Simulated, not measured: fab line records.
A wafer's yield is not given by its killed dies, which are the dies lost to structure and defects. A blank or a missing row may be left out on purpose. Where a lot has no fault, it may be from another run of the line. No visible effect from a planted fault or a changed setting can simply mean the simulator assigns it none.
Chamber matching -- flow nand-harc -- rie-diel-01 running NHARC_A_WL_FILL_STRIP_29: 4 sister chambers
The step strips in O2, time 20 s. 8 wafers are shown with their chamber, then 9 later ones without.

== WAFERS WITH THEIR CHAMBER ==
wafer,chamber,drypump-motor-current-A (A),oes-product-au (a.u.)
L079.5,2,6.36,1.010
L087.1,0,6.10,0.985
L086.1,3,5.76,1.004
L086.3,0,6.06,0.995
L086.4,1,5.89,1.021
L088.1,1,5.89,1.025
L088.3,2,6.37,1.003
L088.5,3,5.77,1.009

== WAFERS WITH NO CHAMBER GIVEN ==
wafer,drypump-motor-current-A (A),oes-product-au (a.u.)
L091.4,5.87,1.022
L091.5,5.77,1.000
L091.6,6.33,1.005
L096.1,6.10,1.001
L096.4,6.33,0.998
L096.6,5.78,1.006
L097.1,6.38,0.991
L097.3,5.77,1.002
L097.4,5.87,1.004

== EACH ONE'S CHAMBER ==
wafer,from the rows above,in truth
L091.4,1,1
L091.5,3,3
L091.6,2,2
L096.1,0,0
L096.4,2,2
L096.6,3,3
L097.1,2,2
L097.3,3,3
L097.4,1,1
9 of 9 placed correctly. Number that these rows cannot place: 0. Number placed wrongly: 0.
How it was worked out, from the rows above alone: a wafer's distance from a chamber is the root of the sum, over the readings, of the square of ((its reading less the chamber's mean) divided by the reading's scatter). The wafer belongs to the nearest chamber; if the next one is less than 2 further off, it can't be placed. For every chamber, the mean is computed from those of its wafers that are shown. The scatter is the square root of a quotient: the sum, over the shown wafers, of each reading's squared deviation from its chamber's mean, divided by wafers minus chambers.
